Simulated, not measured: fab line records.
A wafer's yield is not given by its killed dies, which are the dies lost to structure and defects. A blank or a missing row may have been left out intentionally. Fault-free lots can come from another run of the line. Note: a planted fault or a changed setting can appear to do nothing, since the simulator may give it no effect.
Problem report in the 8D (eight disciplines) form, filled by code	flow nand_harc	the parts of the form that need people (team, actions taken, sign-off) are left out

## 1. PROBLEM STATEMENT
run_length_s at NHARC_THIN_TSV_ETCH_36 reads a mean of 35.0 s on 6 wafers of 2 lots; wafers without a fault read 40.2 s with a standard deviation of 0.36. Measured from the usual mean, that is -14 standard deviations.
The step: etches the open film in Cl2/BCl3, target depth 65 nm, time 18.571 s.
First seen on wafer L405.1, day 24 16:19, on rie_metal-03. Wafers with a number at this step in the record: 36, from 12 lots. The rule behind "out" and "out of limits": a value lying over 4 standard deviations away from the usual mean. Any other wafer with a number is counted as sound.

## 2. WHAT THIS IS AND IS NOT
question	is	is not
which readings at this step	run_length_s	chamber_pressure_mTorr, drypump_motor_current_A
which lots	L404, L405	L385, L386, L389, L390, L392, L394, L395, L396, L401, L406
which wafers of those lots	all that have a number	-
read on which tools	rie_metal-03	rie_metal-01
when	from day 24 16:19	up to then (27 sound wafers); but 3 sound wafers of L406 came after

## 3. THE SUSPECTS, EACH WITH WHAT RULES IT OUT
Counting: a tool at a process step up to the reading stays a suspect if it ran every lot that is out and no sound lot after the first of them.
- rtp_anneal-01 at NHARC_A_M1_ANNEAL_31 (time 90 s): kept. Every lot that is out went through it, starting with L405 (day 23 02:17), and after that it ran no sound lot; the last sound lot it ran before then is L390 (day 19 05:43).
- rie_metal-03 at NHARC_THIN_TSV_ETCH_36 (etches the open film in Cl2/BCl3, target depth 65 nm, time 18.571 s): kept. Every lot that is out went through it, starting with L405 (day 24 16:19), and after that it ran no sound lot; the last sound lot it ran before then is L396 (day 22 00:51). On those wafers its own readings are out: run_length_s.
Left after counting: rtp_anneal-01 at NHARC_A_M1_ANNEAL_31, rie_metal-03 at NHARC_THIN_TSV_ETCH_36.

## 4. THE CAUSE (what the simulator had put in)
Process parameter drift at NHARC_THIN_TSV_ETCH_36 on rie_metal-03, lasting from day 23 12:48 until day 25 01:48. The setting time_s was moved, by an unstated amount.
Of the 2 suspects that counting leaves, this tool is one.

## 5. THE CHAIN OF EFFECTS, in route order
Each row: a reading where the mean over the struck wafers with a number is more than 3 standard deviations away from the usual. Only readings whose record carries a usual standard deviation are examined. hours: median over the lots of the time between each lot's start at the first step of this table that gives one and its start at this step. sigmas: the change, counted in usual standard deviations.
hours	step	reading	usual	on struck wafers	change	sigmas
0	NHARC_THIN_TSV_ETCH_36	run_length_s	40.2 s	35.0	-5.2	-14
Its process steps:
- NHARC_THIN_TSV_ETCH_36: etches the open film in Cl2/BCl3, target depth 65 nm, time 18.571 s.

## 6. WHAT WOULD HAVE CAUGHT IT SOONER
In this record no reading fell out of limits until day 24 16:19, 28 hours after the fault had begun at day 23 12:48.
